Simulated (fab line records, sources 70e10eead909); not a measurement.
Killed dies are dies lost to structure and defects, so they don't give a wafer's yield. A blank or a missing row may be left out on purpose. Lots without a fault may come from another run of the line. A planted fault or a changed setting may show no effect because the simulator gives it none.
A struck lot beside a sound one | flow nand_harc | 15 steps out of a route of 1159
Sound: wafers L108.4, L108.5, L108.6. Struck: wafers L995.2, L995.4, L995.5. The cause comes at the end.
At each step with rows: each side's tool, then ch and its chambers, then its first start. Under that, the readings that differ: sound wafers | struck wafers | difference of the means | sigmas: that difference in standard deviations of wafers without a fault.
alike: readings whose means differ by less than 2 such deviations, and words and numbers that are the same on both sides. not compared: withheld readings, readings that some wafer has no value for, bounds like >300 that may hide the same value, and numbers for which the record gives no deviation and whose values overlap.
The two part at a step that has a row with sigmas, a row that says differs or no value, or rows on one side only. Numbers that don't overlap but have no deviation are shown without sigmas and don't part them. A reading that every wafer of one side lacks parts them only if that side has two wafers or more.

NHARC_A_CONTACT_ETCH_122: etches the open film in C4F8/O2/Ar, time 95 s, target depth 930 nm.
  sound on har_cap_etch-02 ch 0,1, day 21 12:41; struck on har_cap_etch-01 ch 0,1, day 18 23:56
  alike: chamber_pressure_mTorr
  not compared: rf_hours_counter_h
then, 1 step without rows for these wafers: NHARC_A_CONTACT_ETCH_123 (etches the open film in C4F8/O2/Ar, time 253 s, target depth 1090 nm).
NHARC_A_CONTACT_ETCH_90: etches the open film in CH3F/O2, target depth 40 nm, time 85.7 s.
  sound on rie_diel-13 ch 0,1,2, day 21 13:22; struck on rie_diel-03 ch 0,3, day 19 00:38
  alike: chamber_pressure_mTorr, drypump_motor_current_A, oes_product_au, rf_vpp_V, showerhead_plenum_p_Torr, throttle_valve_pct
  not compared: rf_hours_counter_h
then, 1 step without rows for these wafers: NHARC_A_CONTACT_ETCH_96 (etches the open film in C4F6/O2, target depth 20 nm, time 10 s).
NHARC_A_CONTACT_CD_MEAS_53:
  sound on cd_sem-03, day 21 13:34; struck on cd_sem-03, day 19 00:50
  alike: cd_nm
then, 3 steps without rows for these wafers: NHARC_A_CONTACT_STRIP_99 (strips in N2/H2); NHARC_A_CONTACT_STRIP_100 (strips in CF4/CHF3); NHARC_A_CONTACT_STRIP_101 (strips in O2/COS).
NHARC_A_CONTACT_ETCH_102: etches the open film in CF4/O2, target depth 70 nm, overetch 7 nm, time 38.5 s.
  sound on rie_diel-13 ch 0,3, day 21 13:51; struck on rie_diel-13 ch 0,1,3, day 19 01:08
  alike: chamber_pressure_mTorr, drypump_motor_current_A, oes_ar_750_au, oes_product_au, rf_vpp_V, showerhead_plenum_p_Torr, throttle_valve_pct
  not compared: rf_hours_counter_h
NHARC_A_CONTACT_STRIP_55: strips in O2.
  sound on rie_diel-13 ch 0,1,2; struck on rie_diel-13 ch 0,2,3
  alike: chamber_pressure_mTorr, drypump_motor_current_A, oes_product_au, rf_vpp_V, showerhead_plenum_p_Torr, throttle_valve_pct
  not compared: rf_hours_counter_h
then, 1 step without rows for these wafers: NHARC_A_CONTACT_STRIP_56 (strips in post etch residue remover, time 600 s).
NHARC_A_CONTACT_DEP_57: deposits aC, target thk 2800 nm.
  sound on acl_dep-02 ch 0, day 21 15:57; struck on acl_dep-01 ch 0, day 19 04:43
  alike: throttle_valve_pct
  not compared: susceptor_temp_C
NHARC_A_CONTACT_DEP_58: deposits SiON, target thk 60 nm.
  sound on pecvd-01 ch 0,2, day 21 16:55; struck on pecvd-03 ch 0,1, day 19 06:11
  no value came back on the struck wafers for chamber_pressure_Torr (Torr), heater_power_outer_w (W), heater_power_w (W), showerhead_vpp_V (V); on the sound wafers chamber_pressure_Torr (Torr) reads 3.503 3.492 3.494
then, 1 step without rows for these wafers: NHARC_A_CONTACT_DEHYDRATE_59 (time 120 s).
-- the record jumps here: 3 days lie between the struck wafers' starts before and after (it left off in module A_CONTACT and takes up again in module END, whose first step shown is number 1159 of the route) --
NHARC_END_SORT_01:
  the record has rows for the struck wafers here (prober-01 ch 0, day 21 22:04) and none for the sound ones

WHERE THEY PART
First at NHARC_A_CONTACT_DEP_58; last, within this record, at NHARC_END_SORT_01.

WHY: what the simulator had put in
Skipped step whole: pecvd-03, from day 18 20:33 on, at NHARC_A_CONTACT_DEP_58. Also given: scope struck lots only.
